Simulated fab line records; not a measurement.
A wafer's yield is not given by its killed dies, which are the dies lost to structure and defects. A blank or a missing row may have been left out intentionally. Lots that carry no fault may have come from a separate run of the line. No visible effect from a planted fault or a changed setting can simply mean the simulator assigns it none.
Chamber matching || flow nand-harc || pecvd-01 running NHARC_A_STAIRCASE_DEP_325: 3 sister chambers
The step deposits SiO2, target thk 3800 nm. 3 wafers are shown with their chamber, then 11 later ones without.

## EACH WAFER AND ITS CHAMBER
{"wafer": "L086.1", "chamber": 1, "heater-power-w (W)": 648}
{"wafer": "L086.2", "chamber": 0, "heater-power-w (W)": 765}
{"wafer": "L088.1", "chamber": 2, "heater-power-w (W)": 804}

## WAFERS MISSING THEIR CHAMBER
{"wafer": "L088.4", "heater-power-w (W)": 662}
{"wafer": "L088.6", "heater-power-w (W)": 624}
{"wafer": "L092.1", "heater-power-w (W)": 803}
{"wafer": "L092.4", "heater-power-w (W)": 605}
{"wafer": "L092.5", "heater-power-w (W)": 621}
{"wafer": "L093.1", "heater-power-w (W)": 768}
{"wafer": "L093.2", "heater-power-w (W)": 726}
{"wafer": "L093.5", "heater-power-w (W)": 624}
{"wafer": "L097.1", "heater-power-w (W)": 648}
{"wafer": "L097.5", "heater-power-w (W)": 581}
{"wafer": "L097.6", "heater-power-w (W)": 610}

## THE CHAMBER EACH PASSED THROUGH
{"wafer": "L088.4", "from the rows above": 1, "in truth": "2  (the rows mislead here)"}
{"wafer": "L088.6", "from the rows above": 1, "in truth": 1}
{"wafer": "L092.1", "from the rows above": "can't be placed: 2 or 0", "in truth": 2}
{"wafer": "L092.4", "from the rows above": 1, "in truth": 1}
{"wafer": "L092.5", "from the rows above": 1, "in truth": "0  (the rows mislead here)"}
{"wafer": "L093.1", "from the rows above": "can't be placed: 0 or 2", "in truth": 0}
{"wafer": "L093.2", "from the rows above": "can't be placed: 0 or 1 or 2", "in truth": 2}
{"wafer": "L093.5", "from the rows above": 1, "in truth": 1}
{"wafer": "L097.1", "from the rows above": 1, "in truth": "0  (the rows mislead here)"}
{"wafer": "L097.5", "from the rows above": 1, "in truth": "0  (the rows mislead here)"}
{"wafer": "L097.6", "from the rows above": 1, "in truth": 1}
Placed correctly: 4 of 11. Can't be placed from these rows: 3 (the true chamber is among the candidates in 3). Number placed wrongly: 4.
How it was worked out, from the rows above alone: a wafer's distance from a chamber is the root of the sum, over the readings, of the square of ((its reading less the chamber's mean) divided by the reading's scatter). The wafer belongs to the nearest chamber; if the next one is less than 2 further off, it can't be placed. A chamber's mean is the mean of its shown wafers. The scatter: with one shown wafer a chamber, the root of the mean of the squares of how far each hidden wafer lies from its nearest shown one.
